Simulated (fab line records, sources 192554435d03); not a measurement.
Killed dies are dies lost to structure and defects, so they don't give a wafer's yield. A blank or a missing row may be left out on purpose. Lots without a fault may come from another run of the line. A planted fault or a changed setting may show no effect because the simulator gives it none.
Chamber matching | flow n5_finfet | N5_BEOL_M0_SAQP_ETCH_102 on rie_si-03: 4 sister chambers
The step etches SiO2 in CF4, target depth 4 nm, time 4.4 s. 4 wafers are shown with their chamber, then 10 later ones without.

WAFERS WITH THEIR CHAMBER
wafer  | chamber | drypump_motor_current_A (A)
L084.1 | 3       | 6.4
L083.2 | 0       | 4.9
L087.1 | 2       | 5.6
L087.4 | 1       | 6.5

WAFERS WITHOUT THEIR CHAMBER
wafer  | drypump_motor_current_A (A)
L087.5 | 4.9
L093.1 | 6.6
L093.4 | 4.9
L093.6 | 5.7
L094.1 | 6.6
L094.2 | 5.7
L094.3 | 4.9
L097.1 | 5.7
L097.3 | 6.4
L097.6 | 6.5

WHICH CHAMBER EACH WENT THROUGH
wafer  | from the rows above     | in truth
L087.5 | 0                       | 0
L093.1 | can't be placed: 1 or 3 | 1
L093.4 | 0                       | 0
L093.6 | 2                       | 2
L094.1 | can't be placed: 1 or 3 | 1
L094.2 | 2                       | 2
L094.3 | 0                       | 0
L097.1 | 2                       | 2
L097.3 | can't be placed: 3 or 1 | 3
L097.6 | can't be placed: 1 or 3 | 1
Placed correctly: 6 of 10. Can't be placed from these rows: 4 (the true chamber is among the candidates in 4). Placed wrongly: 0.
How it was worked out, from the rows above alone: a wafer's distance from a chamber is the root of the sum, over the readings, of the square of ((its reading less the chamber's mean) divided by the reading's scatter). The wafer belongs to the nearest chamber; if the next one is less than 2 further off, it can't be placed. A chamber's mean is the mean of its shown wafers. The scatter: with one shown wafer a chamber, the root of the mean of the squares of how far each hidden wafer lies from its nearest shown one.
